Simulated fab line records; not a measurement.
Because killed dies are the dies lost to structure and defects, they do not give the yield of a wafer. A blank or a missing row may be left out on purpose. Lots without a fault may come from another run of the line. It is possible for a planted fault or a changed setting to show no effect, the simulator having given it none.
Matching of chambers -- flow n5-finfet -- N5_BEOL_M8_CURE_75 on uv-cure-02: 3 sister chambers
The step cures SiCOH lowk, time 120 s. 6 wafers are shown with their chamber, then 8 later ones without.

== WAFERS PAIRED WITH THEIR CHAMBERS ==
wafer,chamber,wafer_temp_C_max,lamp-power-pct (%)
L080.3,0,373.8,52.33
L085.3,2,371.9,52.31
L085.4,2,371.5,52.35
L090.4,1,371.2,52.36
L090.6,1,371.3,52.32
L096.1,0,373.4,52.38

== WAFERS MISSING THEIR CHAMBER ==
wafer,wafer_temp_C_max,lamp-power-pct (%)
L096.3,372.8,52.32
L096.5,372.3,52.32
L096.2,372.7,52.36
L096.4,372.8,52.29
L096.6,373.6,52.38
L092.1,372.1,52.45
L092.2,372.0,52.35
L092.5,372.4,52.29

== CHAMBER TAKEN BY EACH ==
wafer,from the rows above,in truth
L096.3,can't be placed: 0 or 2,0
L096.5,can't be placed: 2 or 1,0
L096.2,can't be placed: 0 or 2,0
L096.4,can't be placed: 0 or 2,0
L096.6,0,0
L092.1,can't be placed: 2 or 1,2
L092.2,can't be placed: 2 or 1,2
L092.5,can't be placed: 2 or 1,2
Correct placement for 1 of the 8. These rows do not allow placing 7 (true chamber among the candidates in 6). Placed wrongly: 0.
How it was worked out, from the rows above alone: a wafer's distance from a chamber is the root of the sum, over the readings, of the square of ((its reading less the chamber's mean) divided by the reading's scatter). If the next closest chamber is less than 2 further off than the closest, the wafer can't be placed; otherwise it belongs to the closest. Each chamber's mean is taken over the wafers shown for it. The scatter is the square root of a quotient: the sum, over the shown wafers, of each reading's squared deviation from its chamber's mean, divided by wafers minus chambers.
